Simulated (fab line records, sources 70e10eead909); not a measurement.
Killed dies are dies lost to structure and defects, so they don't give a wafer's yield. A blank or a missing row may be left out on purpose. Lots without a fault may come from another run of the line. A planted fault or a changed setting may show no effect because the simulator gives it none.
Which tool did it? | flow nand_harc | 6 lots, 18 wafers sampled, at 1 step of a route of 1302

WHAT THE GAUGES READ, wafer by wafer
NHARC_P_M2_CD_MEAS_16.
lot  | measured     | on        | cd_nm (nm)
L270 | day 6 17:01  | cd_sem-03 | 169.2 169.6 168.6
L273 | day 8 03:22  | cd_sem-03 | 170.1 168.6 170.1
L284 | day 12 13:45 | cd_sem-03 | 170.9 168.5 168.8
L287 | day 13 22:43 | cd_sem-02 | 169.6 171.1 169.7
L289 | day 14 18:14 | cd_sem-02 | 169.3 168.4 168.3
L292 | day 16 06:01 | cd_sem-01 | 168.6 169.3 169.1

WHICH TOOL RAN EACH LOT (tool, then ch and the chambers of the sampled wafers, then the start)
The record holds no process step before these readings.

THE ANSWER, worked out from the rows above alone
Rule: what is usual is taken from the lots themselves. Put in order of their means at a reading, lots are off if they are a third of the lots or fewer, leave a main group of 4 or more, and stand apart from it by a gap of 3 or more times the standard deviation of the main group's means; of several such gaps the widest counts. A main group whose means are all the same, to the digits that the tables above print for the reading, isn't used. A lot without any number at a reading at which 4 lots or more have one is off too. The other lots that the step has rows for count as sound.
No lot is off at any reading shown: from this, nothing can be told.

WHAT THE SIMULATOR HAD PUT IN
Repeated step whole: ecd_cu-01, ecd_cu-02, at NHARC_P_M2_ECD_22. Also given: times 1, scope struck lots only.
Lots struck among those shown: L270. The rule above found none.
